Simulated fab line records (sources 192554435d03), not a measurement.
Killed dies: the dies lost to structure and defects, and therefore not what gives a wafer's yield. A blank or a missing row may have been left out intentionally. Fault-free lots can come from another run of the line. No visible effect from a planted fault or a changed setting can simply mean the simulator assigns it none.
Problem report, 8D (eight disciplines) form, completed by code + flow n5_finfet + the parts of the form that need people (team, actions taken, sign-off) are left out

1. WHAT WENT WRONG
Mean of cd_nm at N5_SD_EPI_P_CD_MEAS_09: 233.6 nm across 4 wafers in 3 lots; on wafers with no fault it is 240.3 nm (standard deviation 0.64). Relative to the usual mean, that is a shift of -10 standard deviations.
The step: target cd 240 nm.
First seen on wafer L416.5, day 5 00:52, on cd_sem-02. At this step, 27 wafers from 10 lots have a number in the record. Rule for "out" (also "out of limits"): further than 4 standard deviations from the usual mean. All remaining wafers that have a number are taken as sound.

2. WHAT THIS IS AND IS NOT
| question                    | is                             | is not                                                                                 |
|-----------------------------|--------------------------------|----------------------------------------------------------------------------------------|
| which readings at this step | cd_nm                          | -                                                                                      |
| which lots                  | L416, L420, L421               | L410, L412, L413, L414, L425, L431, L432                                               |
| which wafers of those lots  | L416.5, L420.2, L420.5, L421.2 | L416.3, L421.6                                                                         |
| read on which gauges        | cd_sem-01, cd_sem-02           | cd_sem-03                                                                              |
| when                        | from day 5 00:52               | up to then (13 sound wafers); but 10 sound wafers of L421, L425, L431, L432 came after |

3. THE SUSPECTS, EACH WITH WHAT RULES IT OUT
Counting: any tool at a process step up to the reading remains a suspect provided it ran every lot that is out. Sound lots after the first of them don't rule it out here, since some wafers of a struck lot are sound.
- the gauge at N5_SD_EPI_P_CD_MEAS_09 has been ruled out. Those wafers that are out were read across 2 gauges (cd_sem-01, cd_sem-02).
- litho_track-01 at N5_SD_EPI_P_PEB_07 (peb time 60 s): kept. Every lot that is out went through it, the first being L416 (day 5 00:47); the last sound lot it ran before that was L414 (day 4 10:49). Its own heater_power_total_W readings are out on those wafers.
Remaining after the count: litho_track-01 at N5_SD_EPI_P_PEB_07.

4. THE CAUSE (what the simulator had put in)
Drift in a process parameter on litho_track-01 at N5_SD_EPI_P_PEB_07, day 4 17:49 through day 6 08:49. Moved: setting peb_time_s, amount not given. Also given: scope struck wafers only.
Counting left only this tool.

5. SEQUENCE OF EFFECTS, ordered by route
Each row: a reading whose mean over the struck wafers that have a number lies more than 3 standard deviations from the usual. Readings are gone through only where the record gives a usual standard deviation; hours: the median, over the lots, of the time from a lot's start at the first step in this table giving one to that lot's start at this step; sigmas: the change measured in usual standard deviations.
| hours | step                   | reading              | usual    | on struck wafers | change | sigmas |
|-------|------------------------|----------------------|----------|------------------|--------|--------|
| 0     | N5_SD_EPI_P_PEB_07     | heater_power_total_W | 175.3 W  | 198.9            | +23.6  | +15    |
| 0     | N5_SD_EPI_P_CD_MEAS_09 | cd_nm                | 240.3 nm | 233.6            | -6.7   | -10    |
Its process steps:
- N5_SD_EPI_P_PEB_07: peb time 60 s.

6. WHAT WOULD HAVE CAUGHT IT SOONER
In this record the first reading out of limits at a measuring or inspecting step was taken at day 5 00:52, 7 hours after the fault began at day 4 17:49.
At N5_SD_EPI_P_PEB_07, the tool's own readings (heater_power_total_W) were out on each struck wafer the step has a row for, so an alarm limit on them would have fired on the first such wafer.
L420, L421, from the lots that are out (3), started N5_SD_EPI_P_PEB_07 on litho_track-01 later than day 5 00:52. A hold on the tool at that time would have spared those 2.
